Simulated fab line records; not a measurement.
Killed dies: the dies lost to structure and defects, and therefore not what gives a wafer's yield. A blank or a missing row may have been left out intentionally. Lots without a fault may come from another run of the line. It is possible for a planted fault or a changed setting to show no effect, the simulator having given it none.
fab line records | flow n5Finfet | part 2 of 2: steps 20 to 33 of 33
record lots=5 | wafers=15 | lastDay=17
route steps=1938 shown HKMG_FIN@456 GATE_CUT@465
lots untouched by any fault: they come from a run of this same line in which no faults occurred
startH: the number of hours between the record's first day and the start of the first shown wafer of the lot | waitH: how many hours have passed since the lot's step before this one | " as in the row above | L1.1+2: a row that stands for several wafers | - no value, or no start was given | * or withheld: withheld | < > ~ a bound
route shown NAME@n: a module of which the file shows steps, and the number in the route of the first | usual: mean/standard deviation taken from wafers without a fault | same: alike in all rows | chamber/n: place in a boat | sites: readings site by site | _std_site: standard deviation of those values | _edge_site: mean of outer sites minus mean of inner sites | radiusMm: for every site, how far away it sits from the centre of the wafer | mask NAME#n: copy n | behind: the most recent tool/chamber to have shaped the wafer | hold: why the lot went on hold/how many hours it stayed there/how the hold came to an end | device: transistor that didn't switch, given as n, p or np | end of line: at the end of the route, the tests of the same wafers | a step given without rows: its recipe and nothing more | killed: at the first sort, the dies lost to defects and structure; wafer yield is something else | map: a wafer's dies, marking killed ones x, the rest . and places with no die _
set.NAME: the setting the step ran with; set.NAME@STEP: the setting that earlier step ran with | model.NAME: the simulator's own value behind a step, which no gauge read
certain route steps with their lots: each step a table, each wafer a row
services: when a tool's chamber went out of use (startH, in hours from the record's first day, below 0 if earlier), for how many hours, and the reason
## steps
# step N5_GATE_CUT_HM_DEP_46
# recipe material=SiO2 | targetThkA=1300 | tempC=400 | precursor=TEOS/O2 | pressureTorr=6.5 | rfW=900 | teosFlowSccm=161.4 | gas=O2 | flowSccm=2650 | timeS=26.6
# usual heaterPowerW=577/150 | showerheadPlenumPTorr=8.34/0.039 | throttleValvePct=19.0/1.2
lot.wafer | tool     | chamber | startH | waitH | heaterPowerW | showerheadPlenumPTorr | throttleValvePct
L078.2    | pecvd-01 | 1       | 111.13 | 0.0   | 379          | 8.38                  | 18.6
L078.5    | "        | 1       | "      | "     | 388          | 8.38                  | 18.7
L078.6    | "        | 2       | "      | "     | 677          | 8.39                  | 17.3
L082.2    | pecvd-01 | 0       | 131.40 | 0.0   | 610          | 8.27                  | 19.2
L082.3    | "        | 1       | "      | "     | 428          | 8.38                  | 18.8
L082.4    | "        | 0       | "      | "     | 600          | 8.28                  | 19.2
L087.1    | pecvd-01 | 0       | 161.29 | 0.0   | 463          | 8.26                  | 19.1
L087.3    | "        | 1       | "      | "     | 447          | 8.40                  | 18.7
L087.4    | "        | 1       | "      | "     | 447          | 8.36                  | 18.6
L091.2    | pecvd-04 | 1       | 188.37 | 0.0   | 711          | 8.28                  | 20.4
L091.3    | "        | 2       | "      | "     | 677          | 8.34                  | 17.1
L091.4    | "        | 1       | "      | "     | 715          | 8.31                  | 20.6
L092.2    | pecvd-01 | 2       | 191.69 | 0.0   | 673          | 8.36                  | 17.5
L092.5    | "        | 0       | "      | "     | 594          | 8.29                  | 19.4
L092.6    | "        | 1       | "      | "     | 400          | 8.40                  | 18.6
# step N5_GATE_CUT_COAT_34
# recipe resist=SOC | tempC=250 | timeS=60 | spinRpm=1500 | resistThkNm=60
lot.wafer  | tool          | chamber | startH | waitH
L078.2+5+6 | lithoTrack-02 | 0       | 111.20 | 0.0
L082.2+3+4 | lithoTrack-01 | 0       | 131.47 | 0.0
L087.1+3+4 | lithoTrack-04 | 0       | 161.36 | 0.0
L091.2+3+4 | lithoTrack-04 | 0       | 188.43 | 0.0
L092.2+5+6 | lithoTrack-02 | 0       | 191.76 | 0.0
# step N5_GATE_CUT_COAT_35
# recipe resist=SiARC | tempC=220 | timeS=60 | spinRpm=1500 | resistThkNm=10
lot.wafer  | tool          | chamber | startH | waitH
L078.2+5+6 | lithoTrack-02 | 0       | -      | -
L082.2+3+4 | lithoTrack-01 | 0       | -      | -
L087.1+3+4 | lithoTrack-04 | 0       | -      | -
L091.2+3+4 | lithoTrack-04 | 0       | -      | -
L092.2+5+6 | lithoTrack-02 | 0       | -      | -
# step N5_GATE_CUT_COAT_27
# recipe resist=underlayer | tempC=205 | timeS=60 | spinRpm=1500 | resistThkNm=10
lot.wafer  | tool          | chamber | startH | waitH
L078.2+5+6 | lithoTrack-02 | 0       | -      | -
L082.2+3+4 | lithoTrack-01 | 0       | -      | -
L087.1+3+4 | lithoTrack-04 | 0       | -      | -
L091.2+3+4 | lithoTrack-04 | 0       | -      | -
L092.2+5+6 | lithoTrack-02 | 0       | -      | -
# step N5_GATE_CUT_COAT_07
# recipe resist=CAR-EUV | spinRpm=1500 | resistThkNm=30
lot.wafer  | tool          | chamber | startH | waitH
L078.2+5+6 | lithoTrack-02 | 0       | -      | -
L082.2+3+4 | lithoTrack-01 | 0       | -      | -
L087.1+3+4 | lithoTrack-04 | 0       | -      | -
L091.2+3+4 | lithoTrack-04 | 0       | -      | -
L092.2+5+6 | lithoTrack-02 | 0       | -      | -
# step N5_GATE_CUT_EBR_09
# recipe solvent=PGMEA | ebrWidthMm=1.5
lot.wafer  | tool          | chamber | startH | waitH
L078.2+5+6 | lithoTrack-02 | 0       | -      | -
L082.2+3+4 | lithoTrack-01 | 0       | -      | -
L087.1+3+4 | lithoTrack-04 | 0       | -      | -
L091.2+3+4 | lithoTrack-04 | 0       | -      | -
L092.2+5+6 | lithoTrack-02 | 0       | -      | -
# step N5_GATE_CUT_SOFTBAKE_08
# recipe tempC=110 | timeS=60 | resist=CAR-EUV
lot.wafer  | tool          | chamber | startH | waitH
L078.2+5+6 | lithoTrack-02 | 0       | -      | -
L082.2+3+4 | lithoTrack-01 | 0       | -      | -
L087.1+3+4 | lithoTrack-04 | 0       | -      | -
L091.2+3+4 | lithoTrack-04 | 0       | -      | -
L092.2+5+6 | lithoTrack-02 | 0       | -      | -
# step N5_GATE_CUT_EXPOSE_10
# recipe maskId=GATE_CUT | na=0.33 | sourceShape=annular | sigmaInner=0.35 | sigmaOuter=0.8 | polarization=unpolarized | targetCdNm=20 | doseMj=43.25
lot.wafer  | tool          | chamber | startH | waitH | mask
L078.2+5+6 | euvScanner-01 | 0       | 111.34 | -     | GATE_CUT#0
L082.2+3+4 | euvScanner-02 | 0       | 131.74 | -     | GATE_CUT#0
L087.1+3+4 | euvScanner-02 | 0       | 161.62 | -     | GATE_CUT#0
L091.2+3+4 | euvScanner-02 | 0       | 188.70 | -     | GATE_CUT#0
L092.2+5+6 | euvScanner-01 | 0       | 192.03 | -     | GATE_CUT#0
# step N5_GATE_CUT_PEB_11
# recipe pebTempC=100 | pebTimeS=60 | resist=CAR-EUV
lot.wafer  | tool          | chamber | startH | waitH
L078.2+5+6 | lithoTrack-02 | 0       | 111.40 | 0.1
L082.2+3+4 | lithoTrack-02 | 0       | 131.80 | 0.1
L087.1+3+4 | lithoTrack-04 | 0       | 161.69 | 0.1
L091.2+3+4 | lithoTrack-02 | 0       | 188.76 | 0.1
L092.2+5+6 | lithoTrack-01 | 0       | 192.09 | 0.1
# step N5_GATE_CUT_DEVELOP_12
# recipe developTimeS=30 | developer=TMAH | resist=CAR-EUV | rinseLiquid=surfactantRinse | dry=airSpin | devTempC=23
# usual developerTempC=23.01/0.11
lot.wafer | tool          | chamber | startH | waitH | developerTempC
L078.2    | lithoTrack-02 | 0       | -      | -     | 23.01
L078.5    | "             | 0       | "      | "     | 23.08
L078.6    | "             | 0       | "      | "     | 22.99
L082.2    | lithoTrack-02 | 0       | -      | -     | 22.93
L082.3    | "             | 0       | "      | "     | 22.75
L082.4    | "             | 0       | "      | "     | 22.78
L087.1    | lithoTrack-04 | 0       | -      | -     | 22.80
L087.3    | "             | 0       | "      | "     | 23.03
L087.4    | "             | 0       | "      | "     | 22.78
L091.2    | lithoTrack-02 | 0       | -      | -     | 22.95
L091.3    | "             | 0       | "      | "     | 22.99
L091.4    | "             | 0       | "      | "     | 22.96
L092.2    | lithoTrack-01 | 0       | -      | -     | 23.01
L092.5    | "             | 0       | "      | "     | 23.24
L092.6    | "             | 0       | "      | "     | 23.11
# step N5_GATE_CUT_CD_MEAS_13
# recipe targetCdNm=20 | landingEnergyEv=500 | detector=seInlens
# usual cdNm=20.1/0.38
# same landingEnergyEv=500
lot.wafer | tool     | chamber | startH | waitH | cdNm
L078.2    | cdSem-03 | 0       | 111.47 | -     | 20.2
L078.5    | "        | 0       | "      | "     | 20.0
L078.6    | "        | 0       | "      | "     | 20.7
L082.2    | cdSem-02 | 0       | 131.86 | -     | 20.4
L082.3    | "        | 0       | "      | "     | 20.5
L082.4    | "        | 0       | "      | "     | 20.2
L087.1    | cdSem-02 | 0       | 161.75 | -     | 20.4
L087.3    | "        | 0       | "      | "     | 20.6
L087.4    | "        | 0       | "      | "     | 20.4
L091.2    | cdSem-03 | 0       | 188.83 | -     | 20.6
L091.3    | "        | 0       | "      | "     | 20.4
L091.4    | "        | 0       | "      | "     | 20.2
L092.2    | cdSem-01 | 0       | 192.16 | -     | 20.0
L092.5    | "        | 0       | "      | "     | 19.9
L092.6    | "        | 0       | "      | "     | 19.8
# step N5_GATE_CUT_OVL_MEAS_14
# recipe pointsPerWafer=522
# usual GATE_CUT_OVL=0.1/0.77
lot.wafer | tool       | chamber | startH | waitH | GATE_CUT_OVL[nm]
L078.2    | overlay-01 | 0       | 111.50 | 0.0   | -1.0
L078.5    | "          | 0       | "      | "     | 0.8
L078.6    | "          | 0       | "      | "     | -0.3
L082.2    | overlay-02 | 0       | 131.90 | 0.0   | -0.4
L082.3    | "          | 0       | "      | "     | 0.0
L082.4    | "          | 0       | "      | "     | -0.3
L087.1    | overlay-02 | 0       | 161.78 | 0.0   | -0.3
L087.3    | "          | 0       | "      | "     | -0.6
L087.4    | "          | 0       | "      | "     | 0.0
L091.2    | overlay-01 | 0       | 188.86 | 0.0   | 0.3
L091.3    | "          | 0       | "      | "     | 0.3
L091.4    | "          | 0       | "      | "     | 0.7
L092.2    | overlay-01 | 0       | 192.19 | 0.0   | -0.2
L092.5    | "          | 0       | "      | "     | -1.2
L092.6    | "          | 0       | "      | "     | 0.1
# step N5_GATE_CUT_INSPECT_15
# recipe mode=adi | inspectInstrument=brightfield
# usual rawDefectCount=126/40
lot.wafer | tool             | chamber | startH | waitH | rawDefectCount
L078.2    | defectInspect-02 | -       | 111.55 | 0.0   | 121
L078.5    | "                | -       | "      | "     | 114
L078.6    | "                | -       | "      | "     | 101
L082.2    | defectInspect-01 | -       | 131.95 | 0.0   | 97
L082.3    | "                | -       | "      | "     | 123
L082.4    | "                | -       | "      | "     | 101
L087.1    | defectInspect-02 | -       | 161.84 | 0.1   | 140
L087.3    | "                | -       | "      | "     | 167
L087.4    | "                | -       | "      | "     | 183
L091.2    | defectInspect-01 | -       | 188.92 | 0.0   | 79
L091.3    | "                | -       | "      | "     | 125
L091.4    | "                | -       | "      | "     | 82
L092.2    | defectInspect-01 | -       | 192.25 | 0.0   | 189
L092.5    | "                | -       | "      | "     | 93
L092.6    | "                | -       | "      | "     | 128
# step N5_GATE_CUT_DESCUM_18
# recipe chemistry=O2 | timeS=7 | sourcePowerW=50 | biasPowerW=20 | pressureMtorr=20 | rfFrequencyHz=2.712e+07 | tempC=40 | resist=CAR-EUV | o2FlowSccm=225
# usual drypumpMotorCurrentA=5.4/0.42 | oesProductAu=0.82/0.095 | rfVppV=243.1/1.2 | showerheadPlenumPTorr=2.09/0.058 | throttleValvePct=20.5/0.32
lot.wafer | tool       | chamber | startH | waitH | drypumpMotorCurrentA | oesProductAu | rfHoursCounterH | rfVppV | showerheadPlenumPTorr | throttleValvePct
L078.2    | rieDiel-06 | 1       | 111.59 | 0.0   | 6.3                  | 0.97         | 3               | 246.1  | 2.21                  | 20.1
L078.5    | "          | 0       | "      | "     | 5.0                  | 0.71         | -               | 243.8  | 2.11                  | 21.0
L078.6    | "          | 3       | "      | "     | 4.8                  | 0.92         | -               | 242.5  | 2.02                  | 19.9
L082.2    | rieDiel-04 | 3       | 131.98 | 0.0   | 4.8                  | 0.67         | 257             | 241.6  | 2.06                  | 20.4
L082.3    | "          | 1       | "      | "     | 5.4                  | 0.73         | 167             | 244.2  | 2.09                  | 20.8
L082.4    | "          | 2       | "      | "     | 5.2                  | 0.92         | -               | 243.5  | 2.15                  | 20.5
L087.1    | rieDiel-04 | 2       | 161.88 | 0.0   | 5.2                  | 0.89         | 27              | 244.9  | 2.15                  | 20.5
L087.3    | "          | 0       | "      | "     | 5.6                  | 0.96         | 9               | 242.5  | 2.05                  | 20.6
L087.4    | "          | 2       | "      | "     | 5.2                  | 0.90         | -               | 244.5  | 2.15                  | 20.5
L091.2    | rieDiel-06 | 1       | 188.95 | 0.0   | 6.2                  | 0.89         | 27              | 245.5  | 2.21                  | 20.1
L091.3    | "          | 2       | "      | "     | 5.6                  | 0.77         | 127             | 242.4  | 2.00                  | 20.7
L091.4    | "          | 3       | "      | "     | 4.8                  | 0.87         | 37              | 243.0  | 2.01                  | 19.9
L092.2    | rieDiel-04 | 1       | 192.29 | 0.0   | 5.4                  | 0.71         | 190             | 242.0  | 2.08                  | 20.8
L092.5    | "          | 1       | "      | "     | 5.4                  | 0.70         | -               | 242.7  | 2.08                  | 20.8
L092.6    | "          | 0       | "      | "     | 5.6                  | 0.93         | -               | 243.0  | 2.05                  | 20.6
## services
tool          | chamber | startH | hours | kind
cmp-01        | -       | 92.86  | 4.5   | repair
cmp-04        | -       | 94.09  | 4.1   | repair
cvdW-01       | 1       | 100.26 | 7.9   | repair
pecvd-01      | -       | 112.20 | 0.3   | repair
euvScanner-02 | -       | 112.50 | 1.0   | pm
cmp-02        | -       | 113.66 | 4.0   | pm
wetBench-04   | -       | 118.39 | 1.1   | repair
rieMetal-03   | -       | 123.19 | 0.5   | repair
rieMetal-01   | 0       | 128.57 | 5.6   | repair
cmp-03        | -       | 134.55 | 0.3   | repair
cmp-02        | -       | 134.88 | 1.3   | repair
cmp-01        | -       | 138.32 | 6.1   | repair
cmp-03        | -       | 139.44 | 2.7   | repair
rieDiel-04    | 2       | 140.35 | 6.3   | repair
rieMetal-01   | -       | 142.72 | 0.2   | repair
rieDiel-04    | 3       | 142.94 | 15.3  | repair
cmp-04        | -       | 143.20 | 1.9   | repair
rieDiel-04    | -       | 145.57 | 2.8   | pm
cvdW-02       | -       | 148.86 | 28.1  | pm
cmp-04        | -       | 154.83 | 6.4   | pm
rieDiel-05    | 3       | 159.35 | 16.8  | repair
rieDiel-05    | 0       | 165.72 | 3.0   | repair
rieMetal-03   | -       | 173.95 | 1.4   | pm
cvdW-01       | -       | 176.96 | 6.0   | pm
